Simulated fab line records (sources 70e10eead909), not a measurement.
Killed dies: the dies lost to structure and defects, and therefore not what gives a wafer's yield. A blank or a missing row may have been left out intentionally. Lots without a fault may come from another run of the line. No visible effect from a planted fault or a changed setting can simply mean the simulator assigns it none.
Which tool did it? -- flow nand harc -- 24 lots, 72 wafers sampled, at 6 steps of a route of 1159

WHAT THE GAUGES READ, wafer by wafer
The record holds no reading of a measuring or inspecting step that can be judged against a usual standard deviation.

WHAT TOOL EACH LOT RAN ON (gives the tool, then ch and the chambers of the sampled wafers, and finally the start)
lot,NHARC_A_STAIRCASE_ETCH_25,NHARC_A_STAIRCASE_TRIM_193,NHARC_A_STAIRCASE_TRIM_202,NHARC_A_STAIRCASE_ETCH_203,NHARC_A_STAIRCASE_ETCH_221,NHARC_A_STAIRCASE_ETCH_227
L075,"rie diel-09 ch 0,1,3, no start","rie diel-09 ch 0,1,2, no start","rie diel-02 ch 0,1,2, no start","rie diel-02 ch 0,2,3, no start","rie diel-02 ch 0,1,3, no start","rie diel-02 ch 0,2,3, no start"
L074,"rie diel-02 ch 1,2, no start","rie diel-03 ch 1,2,3, no start","rie diel-03 ch 0,1,2, no start","rie diel-03 ch 0,1, no start","rie diel-03 ch 2,3, no start","rie diel-03 ch 0,2,3, no start"
L077,"rie diel-03 ch 0,1, no start","rie diel-09 ch 0,2,3, no start","rie diel-03 ch 0,2,3, no start","rie diel-03 ch 0,1,3, no start","rie diel-03 ch 0,1,3, no start","rie diel-03 ch 0,2,3, no start"
L076,"rie diel-02 ch 0,1,2, no start","rie diel-02 ch 0,1, no start","rie diel-02 ch 0,3, no start","rie diel-02 ch 0,3, no start","rie diel-03 ch 0,2,3, no start","rie diel-03 ch 1,2, no start"
L079,"rie diel-02 ch 2,3, no start","rie diel-02 ch 1,2, no start","rie diel-03 ch 1,2,3, no start","rie diel-03 ch 1,2,3, no start","rie diel-02 ch 0,1,3, no start","rie diel-02 ch 2,3, no start"
L078,"rie diel-02 ch 0,1, no start","rie diel-02 ch 0,2,3, no start","rie diel-02 ch 1,2,3, no start","rie diel-02 ch 0,1,2, no start","rie diel-09 ch 0,3, no start","rie diel-09 ch 1,2,3, no start"
L081,"rie diel-03 ch 0,1,2, no start","rie diel-03 ch 0,1,3, no start","rie diel-02 ch 0,1,3, no start","rie diel-02 ch 0,1,3, no start","rie diel-03 ch 1,2,3, no start","rie diel-03 ch 0,1,2, no start"
L080,"rie diel-02 ch 1,2, no start","rie diel-03 ch 2,3, no start","rie diel-09 ch 1,2,3, no start","rie diel-09 ch 0,1,3, no start","rie diel-09 ch 1,2,3, no start","rie diel-09 ch 0,1,2, no start"
L083,"rie diel-09 ch 2,3, no start","rie diel-09 ch 0,1,2, no start","rie diel-09 ch 0,2, no start","rie diel-09 ch 1,2,3, no start","rie diel-03 ch 0,1,2, no start","rie diel-03 ch 1,2,3, no start"
L082,"rie diel-02 ch 0,1,2, no start","rie diel-03 ch 2,3, no start","rie diel-02 ch 0,2,3, no start","rie diel-02 ch 0,1,3, no start","rie diel-02 ch 0,1, no start","rie diel-02 ch 0,1, no start"
L084,"rie diel-03 ch 1,2,3, no start","rie diel-03 ch 0,2,3, no start","rie diel-02 ch 0,1, no start","rie diel-02 ch 0,3, no start","rie diel-03 ch 0,1,3, no start","rie diel-03 ch 1,2, no start"
L085,"rie diel-09 ch 0,3, no start","rie diel-02 ch 0,2, no start","rie diel-02 ch 0,1,2, no start","rie diel-02 ch 1,2, no start","rie diel-09 ch 0,1, no start","rie diel-09 ch 0,2,3, no start"
L086,"rie diel-03 ch 0,1,2, no start","rie diel-02 ch 1,2,3, no start","rie diel-03 ch 1,2,3, no start","rie diel-03 ch 0,1,3, no start","rie diel-03 ch 0,1,3, no start","rie diel-03 ch 0,2,3, no start"
L088,"rie diel-02 ch 0,3, day 14 16:11 or earlier","rie diel-09 ch 0,2,3, day 14 16:11 or earlier","rie diel-02 ch 0,2,3, day 14 16:11 or earlier","rie diel-02 ch 0,1,3, day 14 16:11 or earlier","rie diel-02 ch 1,2, day 14 16:11 or earlier","rie diel-03 ch 0,2,3, day 14 16:11"
L087,"rie diel-03 ch 1,2,3, no start","rie diel-02 ch 0,2, no start","rie diel-02 ch 0,1,2, no start","rie diel-02 ch 1,3, no start","rie diel-09 ch 1,3, no start","rie diel-09 ch 0,2,3, no start"
L090,"rie diel-09 ch 0,1,3, no start","rie diel-03 ch 1,2, no start","rie diel-03 ch 1,2,3, no start","rie diel-03 ch 0,3, no start","rie diel-02 ch 1,2, no start","rie diel-02 ch 1,2, no start"
L089,"rie diel-03 ch 1,2,3, no start","rie diel-09 ch 1,2, no start","rie diel-03 ch 0,2, no start","rie diel-03 ch 0,1,3, no start","rie diel-09 ch 0,2,3, no start","rie diel-09 ch 0,1,3, no start"
L091,"rie diel-03 ch 0,2,3, no start","rie diel-09 ch 1,2,3, no start","rie diel-09 ch 0,1, no start","rie diel-09 ch 0,1,2, no start","rie diel-03 ch 0,1,2, no start","rie diel-03 ch 2,3, no start"
L092,"rie diel-09 ch 1,2,3, no start","rie diel-03 ch 0,2,3, no start","rie diel-03 ch 2,3, no start","rie diel-03 ch 2,3, no start","rie diel-09 ch 0,1,3, no start","rie diel-09 ch 1,2,3, no start"
L093,"rie diel-09 ch 0,2, no start","rie diel-02 ch 0,2,3, no start","rie diel-03 ch 1,2,3, no start","rie diel-03 ch 2,3, no start","rie diel-09 ch 1,3, no start","rie diel-09 ch 0,3, no start"
L094,"rie diel-09 ch 0,2,3, no start","rie diel-02 ch 1,2,3, no start","rie diel-02 ch 0,2,3, no start","rie diel-02 ch 0,1,3, no start","rie diel-03 ch 0,2,3, no start","rie diel-03 ch 0,1,3, no start"
L095,"rie diel-02 ch 2,3, no start","rie diel-09 ch 0,2,3, no start","rie diel-03 ch 1,3, no start","rie diel-03 ch 0,1,2, no start","rie diel-02 ch 1,2,3, no start","rie diel-02 ch 0,3, no start"
L096,"rie diel-03 ch 0,3, no start","rie diel-02 ch 0,1,2, no start","rie diel-03 ch 1,2,3, no start","rie diel-03 ch 0,1,3, no start","rie diel-03 ch 1,3, no start","rie diel-03 ch 2,3, no start"
L097,"rie diel-09 ch 0,1,2, no start","rie diel-03 ch 0,1,2, no start","rie diel-03 ch 0,2, no start","rie diel-03 ch 0,1,3, no start","rie diel-09 ch 0,2,3, no start","rie diel-09 ch 0,2, no start"
- NHARC_A_STAIRCASE_ETCH_25: etches the open film in C4F8/O2, target depth 100 nm, time 40.5 s.
- NHARC_A_STAIRCASE_TRIM_193: chemistry O2, time 211.2 s.
- NHARC_A_STAIRCASE_TRIM_202: chemistry O2, time 211.2 s.
- NHARC_A_STAIRCASE_ETCH_203: etches the open film in C4F8/O2, target depth 100 nm, time 40.5 s.
- NHARC_A_STAIRCASE_ETCH_221: etches the open film in C4F8/O2, target depth 100 nm, time 40.5 s.
- NHARC_A_STAIRCASE_ETCH_227: etches the open film in C4F8/O2, target depth 100 nm, time 40.5 s.

WHAT THE TOOLS THEMSELVES READ (means of the sampled wafers that have a number; where no wafer has one, the mark that the record gives instead)
NHARC_A_STAIRCASE_ETCH_25.
lot,tool,oes product au (a.u.),rf vpp V (V)
L075,rie diel-09,0.951,898
L074,rie diel-02,0.927,900
L077,rie diel-03,0.949,889
L076,rie diel-02,0.931,899
L079,rie diel-02,0.944,895
L078,rie diel-02,0.924,897
L081,rie diel-03,0.952,895
L080,rie diel-02,0.933,901
L083,rie diel-09,0.950,900
L082,rie diel-02,0.943,900
L084,rie diel-03,0.948,894
L085,rie diel-09,0.943,895
L086,rie diel-03,0.939,895
L088,rie diel-02,0.947,891
L087,rie diel-03,0.947,893
L090,rie diel-09,0.946,898
L089,rie diel-03,0.940,893
L091,rie diel-03,0.966,895
L092,rie diel-09,0.941,901
L093,rie diel-09,0.943,892
L094,rie diel-09,0.961,897
L095,rie diel-02,0.949,894
L096,rie diel-03,0.935,890
L097,rie diel-09,0.950,895

NHARC_A_STAIRCASE_TRIM_193.
lot,tool,drypump motor current A (A),mfc ar sccm (sccm),oes product au (a.u.),rf vpp V (V),showerhead plenum p Torr (Torr),throttle valve pct (%)
L075,rie diel-09,5.5,0.025,1.010,58.2,3.54,17.042
L074,rie diel-03,5.7,0.007,1.002,57.9,3.48,17.030
L077,rie diel-09,5.8,0.011,1.008,57.1,3.57,17.030
L076,rie diel-02,5.7,0.011,0.986,58.0,3.55,17.037
L079,rie diel-02,5.7,0.001,0.985,58.2,3.64,17.043
L078,rie diel-02,5.8,0.011,0.995,58.7,3.56,17.041
L081,rie diel-03,5.7,0.021,0.999,57.0,3.34,17.044
L080,rie diel-03,5.6,0.000,1.000,57.7,3.64,17.030
L083,rie diel-09,5.5,0.025,1.001,57.6,3.54,17.051
L082,rie diel-03,5.6,0.000,1.011,57.9,3.63,17.039
L084,rie diel-03,5.6,0.014,1.002,57.6,3.50,17.037
L085,rie diel-02,5.9,0.011,1.001,57.5,3.70,17.035
L086,rie diel-02,5.7,0.000,0.991,58.3,3.56,17.030
L088,rie diel-09,5.8,0.011,1.010,57.8,3.56,17.025
L087,rie diel-02,5.8,0.021,1.005,57.6,3.61,17.039
L090,rie diel-03,5.6,0.014,1.006,57.3,3.45,17.037
L089,rie diel-09,5.5,0.036,1.000,57.7,3.59,17.035
L091,rie diel-09,5.7,0.025,0.994,57.9,3.66,17.033
L092,rie diel-03,5.6,0.014,0.999,57.3,3.49,17.033
L093,rie diel-02,5.8,0.011,0.993,58.3,3.55,17.039
L094,rie diel-02,5.7,0.000,1.002,58.0,3.55,17.038
L095,rie diel-09,5.8,0.011,1.006,58.4,3.55,17.036
L096,rie diel-02,5.8,0.011,0.995,57.6,3.61,17.038
L097,rie diel-03,5.4,0.021,1.011,57.6,3.48,17.035

NHARC_A_STAIRCASE_TRIM_202.
lot,tool,drypump motor current A (A),mfc ar sccm (sccm),oes product au (a.u.),rf vpp V (V),showerhead plenum p Torr (Torr),throttle valve pct (%)
L075,rie diel-02,5.8,0.011,0.994,57.6,3.63,17.038
L074,rie diel-03,5.4,0.021,1.011,57.2,3.50,17.032
L077,rie diel-03,5.6,0.014,1.006,57.1,3.51,17.041
L076,rie diel-02,5.7,0.021,1.011,57.2,3.48,17.033
L079,rie diel-03,5.7,0.007,1.008,57.6,3.47,17.040
L078,rie diel-02,5.7,0.000,0.985,58.3,3.56,17.035
L081,rie diel-02,5.7,0.011,0.991,58.5,3.48,17.037
L080,rie diel-09,5.7,0.025,0.991,58.0,3.68,17.028
L083,rie diel-09,5.6,0.011,1.015,56.9,3.43,17.039
L082,rie diel-02,5.8,0.011,1.001,56.8,3.55,17.038
L084,rie diel-02,5.7,0.011,0.990,58.3,3.54,17.032
L085,rie diel-02,5.7,0.011,1.000,57.9,3.62,17.034
L086,rie diel-03,5.7,0.007,1.005,57.8,3.47,17.037
L088,rie diel-02,5.8,0.011,1.000,58.0,3.55,17.028
L087,rie diel-02,5.8,0.011,0.993,57.7,3.62,17.028
L090,rie diel-03,5.7,0.007,1.001,57.8,3.46,17.035
L089,rie diel-03,5.3,0.028,1.010,58.1,3.52,17.033
L091,rie diel-09,5.3,0.027,0.999,57.5,3.56,17.041
L092,rie diel-03,5.9,0.000,0.998,57.1,3.47,17.037
L093,rie diel-03,5.8,0.007,0.998,58.5,3.46,17.035
L094,rie diel-02,5.8,0.011,1.001,57.8,3.54,17.036
L095,rie diel-03,6.0,0.007,0.995,57.2,3.30,17.030
L096,rie diel-03,5.8,0.007,1.003,57.3,3.45,17.034
L097,rie diel-03,5.2,0.028,1.008,57.5,3.52,17.048

NHARC_A_STAIRCASE_ETCH_203.
lot,tool,oes product au (a.u.),rf vpp V (V)
L075,rie diel-02,0.935,896
L074,rie diel-03,0.944,889
L077,rie diel-03,0.953,889
L076,rie diel-02,0.932,895
L079,rie diel-03,0.936,894
L078,rie diel-02,0.925,900
L081,rie diel-02,0.941,895
L080,rie diel-09,0.951,899
L083,rie diel-09,0.944,901
L082,rie diel-02,0.938,895
L084,rie diel-02,0.942,894
L085,rie diel-02,0.921,900
L086,rie diel-03,0.946,888
L088,rie diel-02,0.932,895
L087,rie diel-02,0.935,890
L090,rie diel-03,0.953,889
L089,rie diel-03,0.949,888
L091,rie diel-09,0.950,896
L092,rie diel-03,0.944,899
L093,rie diel-03,0.929,900
L094,rie diel-02,0.945,894
L095,rie diel-03,0.946,895
L096,rie diel-03,0.953,889
L097,rie diel-03,0.944,888

NHARC_A_STAIRCASE_ETCH_221.
lot,tool,oes product au (a.u.),rf vpp V (V)
L075,rie diel-02,0.936,894
L074,rie diel-03,0.952,900
L077,rie diel-03,0.957,890
L076,rie diel-03,0.948,895
L079,rie diel-02,0.918,895
L078,rie diel-09,0.933,900
L081,rie diel-03,0.925,894
L080,rie diel-09,0.934,900
L083,rie diel-03,0.953,894
L082,rie diel-02,0.953,897
L084,rie diel-03,0.961,889
L085,rie diel-09,0.950,897
L086,rie diel-03,0.938,888
L088,rie diel-02,0.929,901
L087,rie diel-09,0.943,902
L090,rie diel-02,0.940,901
L089,rie diel-09,0.942,896
L091,rie diel-03,0.929,894
L092,rie diel-09,0.956,898
L093,rie diel-09,0.949,902
L094,rie diel-03,0.958,895
L095,rie diel-02,0.945,897
L096,rie diel-03,0.953,887
L097,rie diel-09,0.932,897

NHARC_A_STAIRCASE_ETCH_227.
lot,tool,oes product au (a.u.),rf vpp V (V)
L075,rie diel-02,0.938,897
L074,rie diel-03,0.944,896
L077,rie diel-03,0.955,895
L076,rie diel-03,0.950,894
L079,rie diel-02,0.930,900
L078,rie diel-09,0.929,902
L081,rie diel-03,0.954,894
L080,rie diel-09,0.946,896
L083,rie diel-03,0.947,894
L082,rie diel-02,0.954,897
L084,rie diel-03,0.954,893
L085,rie diel-09,0.953,897
L086,rie diel-03,0.948,895
L088,rie diel-03,0.921,895
L087,rie diel-09,0.954,896
L090,rie diel-02,0.935,902
L089,rie diel-09,0.934,898
L091,rie diel-03,0.942,893
L092,rie diel-09,0.958,901
L093,rie diel-09,0.948,894
L094,rie diel-03,0.949,887
L095,rie diel-02,0.953,893
L096,rie diel-03,0.939,899
L097,rie diel-09,0.947,892

THE ANSWER, worked out from the rows above alone
Rule: the usual values come from the lots themselves. Put in order of their means at a reading, lots are off if they are a third of the lots or fewer, leave a main group of 4 or more, and stand apart from it by a gap of 3 or more times the standard deviation of the main group's means; of several such gaps the widest counts. If all means in a main group match to the digits the tables above print for the reading, that group is not used. A lot without any number at a reading at which 4 lots or more have one is off too. Where the step has rows for the other lots, those lots are counted as sound. After the gauges, taken in route order, come the tools' own readings; for these a lot's mean is taken, as printed above. The first step at which some lot is off is used, and at that step the reading that is off furthest; a lot without a number counts as furthest.
Nothing can be told from this: no lot is off at any reading shown.

WHAT THE SIMULATOR HAD INSERTED
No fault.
